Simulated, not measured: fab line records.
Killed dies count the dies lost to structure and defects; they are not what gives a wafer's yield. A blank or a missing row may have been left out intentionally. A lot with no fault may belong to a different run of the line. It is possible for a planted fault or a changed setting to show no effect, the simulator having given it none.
Which tool was responsible? | flow nand harc | Sampling: 13 lots, 39 wafers, 6 of 1302 route steps

## WHAT THE GAUGES SHOWED, per wafer
NHARC_A_ONON_D2_THK_MEAS_24: measures by ellipsometry.
lot  | measured     | on            | thk nm (nm)
L766 | day 13 14:21 | film metro-01 | 1013 1012 1011
L765 | day 13 14:20 | film metro-02 | 996 997 998
L767 | day 13 21:46 | film metro-02 | 980 980 979
L768 | day 14 13:25 | film metro-02 | 996 996 996
L770 | day 15 09:39 | film metro-01 | 996 995 994
L771 | day 15 16:13 | film metro-01 | 997 995 995
L776 | day 17 20:49 | film metro-02 | 1001 1002 1003
L777 | day 17 20:49 | film metro-01 | 371 371 372
L778 | day 18 23:59 | film metro-02 | 366 366 367
L784 | day 20 23:01 | film metro-02 | 1002 1003 1004
L785 | day 21 12:38 | film metro-01 | 982 980 981
L786 | day 21 19:35 | film metro-01 | 991 992 994
L787 | day 22 05:59 | film metro-02 | 1004 1003 1007

NHARC_END_SORT_01.
lot  | measured     | on        | killed at array | killed at other | killed at periphery | killed dies | killed open | killed short
L771 | day 27 14:01 | prober-01 | 45 47 45        | 0 0 1           | 2 4 4               | 47 51 50    | 2 2 1       | 2 2 4
L776 | day 29 20:11 | prober-01 | 57 61 59        | 2 0 2           | 4 5 3               | 63 66 64    | 5 3 3       | 3 1 1
L777 | day 29 11:12 | prober-02 | 671 677 671     | 0 0 0           | 6 0 6               | 677 677 677 | 3 4 4       | 1 3 3
L778 | day 31 05:47 | prober-01 | 672 674 675     | 2 1 1           | 3 2 1               | 677 677 677 | 1 3 5       | 1 1 1

## TOOL THAT RAN EACH LOT (tool first, then ch and the chambers of the sampled wafers, then the start)
lot  | NHARC_A_DECK1_JOINT_ETCHBACK_00  | NHARC_A_DECK1_JOINT_CMP_02    | NHARC_A_ONON_D2_DEP_22           | NHARC_A_ONON_D2_DEP_33
L766 | rie si-06 ch 2,3, day 11 21:15   | cmp-03 ch 0,2,3, day 13 01:38 | pecvd onon-01 ch 0, day 13 13:50 | pecvd-04 ch 0,1,2, day 13 15:37
L765 | rie si-01 ch 0,1,2, day 11 21:17 | cmp-04 ch 0,1, day 13 01:38   | pecvd onon-04 ch 0, day 13 13:50 | pecvd-02 ch 0,1, day 13 15:35
L767 | rie si-01 ch 0,3, day 12 12:19   | cmp-04 ch 0,2,3, day 13 09:21 | pecvd onon-03 ch 0, day 13 21:19 | pecvd-01 ch 0,1, day 13 22:58
L768 | rie si-06 ch 0,2,3, day 12 23:16 | cmp-02 ch 1,2, day 13 23:34   | pecvd onon-04 ch 0, day 14 12:55 | pecvd-01 ch 0,1,2, day 14 14:37
L770 | rie si-01 ch 0,1,2, day 13 20:32 | cmp-03 ch 0,1, day 14 21:14   | pecvd onon-04 ch 0, day 15 09:08 | pecvd-01 ch 0,1,2, day 15 10:51
L771 | rie si-06 ch 1,3, day 14 04:55   | cmp-02 ch 0,2,3, day 15 02:44 | pecvd onon-04 ch 0, day 15 15:43 | pecvd-01 ch 0,1,2, day 15 17:31
L776 | rie si-01 ch 1,2,3, day 16 08:22 | cmp-04 ch 1,2,3, day 17 08:43 | pecvd onon-03 ch 0, day 17 20:19 | pecvd-01 ch 0,1,2, day 17 22:03
L777 | rie si-06 ch 0,2,3, day 16 08:23 | cmp-02 ch 0,1,2, day 17 08:43 | pecvd onon-04 ch 0, day 17 20:19 | pecvd-02 ch 0,1,2, day 17 22:07
L778 | rie si-06 ch 2,3, day 17 11:19   | cmp-02 ch 1,2, day 18 11:37   | pecvd onon-04 ch 0, day 18 23:32 | pecvd-01 ch 0,1,2, day 19 01:31
L784 | rie si-06 ch 0,2,3, day 19 14:43 | cmp-04 ch 0,2,3, day 20 10:29 | pecvd onon-01 ch 0, day 20 22:31 | pecvd-01 ch 0,1,2, day 21 00:12
L785 | rie si-06 ch 1,3, day 20 02:11   | cmp-03 ch 0,3, day 21 00:35   | pecvd onon-03 ch 0, day 21 12:08 | pecvd-04 ch 0,1,2, day 21 13:52
L786 | rie si-06 ch 0,2,3, day 20 10:40 | cmp-02 ch 0,2,3, day 21 06:26 | pecvd onon-01 ch 0, day 21 19:05 | pecvd-02 ch 0,1,2, day 21 20:46
L787 | rie si-05 ch 0,2, day 20 18:47   | cmp-04 ch 1,3, day 21 17:35   | pecvd onon-04 ch 0, day 22 05:28 | pecvd-01 ch 0,1, day 22 07:10
- NHARC_A_DECK1_JOINT_ETCHBACK_00: etches the open film in HBr, target depth 30 nm, time 17.4 s.
- NHARC_A_DECK1_JOINT_CMP_02: polishes SiOx.
- NHARC_A_ONON_D2_DEP_22: target thk 1000 nm.
- NHARC_A_ONON_D2_DEP_33: deposits SiO2, target thk 200 nm.

## AS READ BY THE TOOLS THEMSELVES (means over the sampled wafers that have a number; for cases with no such wafer, the mark the record gives instead)
NHARC_A_DECK1_JOINT_ETCHBACK_00.
lot  | tool      | drypump motor current A (A) | he backside leak sccm (sccm) | oes product au (a.u.) | throttle valve pct (%)
L766 | rie si-06 | 4.9                         | 2.80                         | 0.990                 | 23.270
L765 | rie si-01 | 5.7                         | 2.87                         | 1.001                 | 23.265
L767 | rie si-01 | 5.3                         | 2.78                         | 1.003                 | 23.266
L768 | rie si-06 | 5.2                         | 2.70                         | 1.002                 | 23.263
L770 | rie si-01 | 5.7                         | 2.87                         | 1.003                 | 23.267
L771 | rie si-06 | 5.9                         | 2.87                         | 1.004                 | 23.268
L776 | rie si-01 | 5.4                         | 2.91                         | 1.000                 | 23.262
L777 | rie si-06 | 5.2                         | 2.69                         | 1.006                 | 23.269
L778 | rie si-06 | 5.0                         | 2.79                         | 1.011                 | 23.260
L784 | rie si-06 | 5.3                         | 2.69                         | 1.004                 | 23.260
L785 | rie si-06 | 5.3                         | 2.91                         | 1.006                 | 23.269
L786 | rie si-06 | 5.3                         | 2.71                         | 1.004                 | 23.263
L787 | rie si-05 | 5.4                         | 2.58                         | 1.003                 | 23.282

NHARC_A_DECK1_JOINT_CMP_02.
lot  | tool   | motor current A (A)
L766 | cmp-03 | 12.0
L765 | cmp-04 | 11.9
L767 | cmp-04 | 12.7
L768 | cmp-02 | 12.5
L770 | cmp-03 | 11.4
L771 | cmp-02 | 11.4
L776 | cmp-04 | 12.8
L777 | cmp-02 | 12.2
L778 | cmp-02 | 12.0
L784 | cmp-04 | 12.5
L785 | cmp-03 | 11.4
L786 | cmp-02 | 11.3
L787 | cmp-04 | 11.6

NHARC_A_ONON_D2_DEP_33.
lot  | tool     | heater power w (W) | throttle valve pct (%)
L766 | pecvd-04 | 599                | 16.4
L765 | pecvd-02 | 555                | 15.6
L767 | pecvd-01 | 521                | 15.9
L768 | pecvd-01 | 564                | 16.1
L770 | pecvd-01 | 563                | 16.1
L771 | pecvd-01 | 575                | 16.0
L776 | pecvd-01 | 572                | 16.5
L777 | pecvd-02 | 612                | 16.1
L778 | pecvd-01 | 596                | 16.3
L784 | pecvd-01 | 593                | 16.4
L785 | pecvd-04 | 678                | 16.2
L786 | pecvd-02 | 608                | 16.1
L787 | pecvd-01 | 524                | 15.9

## THE ANSWER, worked out from the rows above alone
Rule: what is usual is taken from the lots themselves. The widest of any qualifying gaps counts: lots, ordered by their means at a reading, are off when they make up no more than a third of the lots, leave a main group of 4 or more, and stand apart from it by 3 or more times the standard deviation of that group's means. If all means in a main group match to the digits the tables above print for the reading, that group is not used. Also off: a lot with no number at a reading for which 4 or more lots have one. Any other lot the step has rows for is counted as sound. The gauges are gone through in route order, then the tools' own readings, and for those a lot's mean is taken as printed above. The first step at which some lot is off is used, and at that step the reading that is off furthest; a lot without a number counts as furthest.
Off: L777, L778, at NHARC_A_ONON_D2_THK_MEAS_24 (thk nm). The main group: mean 996 nm, standard deviation 9.2.
A tool fits if, at a process step before that reading, it ran every lot that is off, and no sound lot after the first of them. The gauges at NHARC_A_ONON_D2_THK_MEAS_24 are tried like those tools. Of those tried, none fits.

## WHAT THE SIMULATOR HAD PUT IN
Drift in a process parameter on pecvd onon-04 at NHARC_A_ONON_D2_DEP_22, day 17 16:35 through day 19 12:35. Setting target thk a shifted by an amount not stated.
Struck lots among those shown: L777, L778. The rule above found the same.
